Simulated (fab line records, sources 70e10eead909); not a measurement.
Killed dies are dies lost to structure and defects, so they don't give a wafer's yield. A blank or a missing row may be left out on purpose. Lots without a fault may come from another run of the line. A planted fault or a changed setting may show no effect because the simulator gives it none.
Chamber matching | flow nand_harc | NHARC_A_STAIRCASE_DESCUM_312 on rie_diel-13: 4 sister chambers
The step chemistry O2, time 3 s. 18 wafers are shown with their chamber, then 9 later ones without.

WAFERS WITH THEIR CHAMBER
wafer  | chamber | drypump_motor_current_A (A) | showerhead_plenum_p_Torr (Torr) | oes_product_au (a.u.)
L074.2 | 0       | 5.9                         | 1.77                            | 0.994
L074.4 | 1       | 6.2                         | 1.92                            | 0.996
L074.6 | 2       | 5.4                         | 1.89                            | 0.982
L076.1 | 0       | 5.9                         | 1.77                            | 1.003
L076.2 | 2       | 5.4                         | 1.88                            | 0.991
L076.6 | 1       | 6.1                         | 1.91                            | 0.984
L080.1 | 2       | 5.4                         | 1.88                            | 0.995
L080.2 | 1       | 6.1                         | 1.91                            | 0.973
L080.4 | 0       | 5.8                         | 2.07                            | 0.994
L082.4 | 1       | 6.2                         | 1.91                            | 0.977
L082.5 | 1       | 6.2                         | 1.91                            | 0.983
L082.6 | 2       | 5.3                         | 1.88                            | 1.001
L083.2 | 3       | 5.5                         | 1.78                            | 1.002
L083.5 | 1       | 6.1                         | 1.91                            | 0.985
L083.6 | 0       | 5.9                         | 2.07                            | 0.988
L084.2 | 0       | 5.9                         | 2.07                            | 0.989
L084.3 | 3       | 5.5                         | 1.78                            | 0.990
L084.5 | 0       | 5.9                         | 2.07                            | 0.978

SIGNATURES (means of the wafers above)
reading                  | chamber 0 | chamber 1 | chamber 2 | chamber 3 | scatter within a chamber
drypump_motor_current_A  | 5.883     | 6.150     | 5.375     | 5.500     | 0.0469
showerhead_plenum_p_Torr | 1.9700    | 1.9117    | 1.8825    | 1.7800    | 0.0926
oes_product_au           | 0.99100   | 0.98300   | 0.99225   | 0.99600   | 0.00809
Rule: a wafer's distance from a chamber is the root of the sum, over the readings, of the square of ((its reading less the chamber's mean) divided by the reading's scatter). The wafer belongs to the nearest chamber; if the next one is less than 2 further off, it can't be placed. The scatter: the root of (the sum of the squares of (reading less its chamber's mean) over the shown wafers, divided by (wafers less chambers)).

WAFERS WITHOUT THEIR CHAMBER
wafer  | drypump_motor_current_A (A) | showerhead_plenum_p_Torr (Torr) | oes_product_au (a.u.)
L090.2 | 6.1                         | 1.91                            | 0.976
L090.4 | 5.5                         | 1.77                            | 1.001
L090.5 | 5.5                         | 1.77                            | 1.000
L092.2 | 5.9                         | 2.07                            | 0.983
L092.4 | 5.5                         | 1.77                            | 0.995
L092.6 | 6.1                         | 1.90                            | 0.979
L093.1 | 5.3                         | 1.87                            | 0.999
L093.2 | 5.9                         | 2.06                            | 1.003
L093.6 | 5.3                         | 1.87                            | 0.993

WHICH CHAMBER EACH WENT THROUGH
wafer  | from the rows above | in truth
L090.2 | 1                   | 1
L090.4 | 3                   | 3
L090.5 | 3                   | 3
L092.2 | 0                   | 0
L092.4 | 3                   | 3
L092.6 | 1                   | 1
L093.1 | 2                   | 2
L093.2 | 0                   | 0
L093.6 | 2                   | 2
Placed correctly: 9 of 9. Can't be placed from these rows: 0. Placed wrongly: 0.
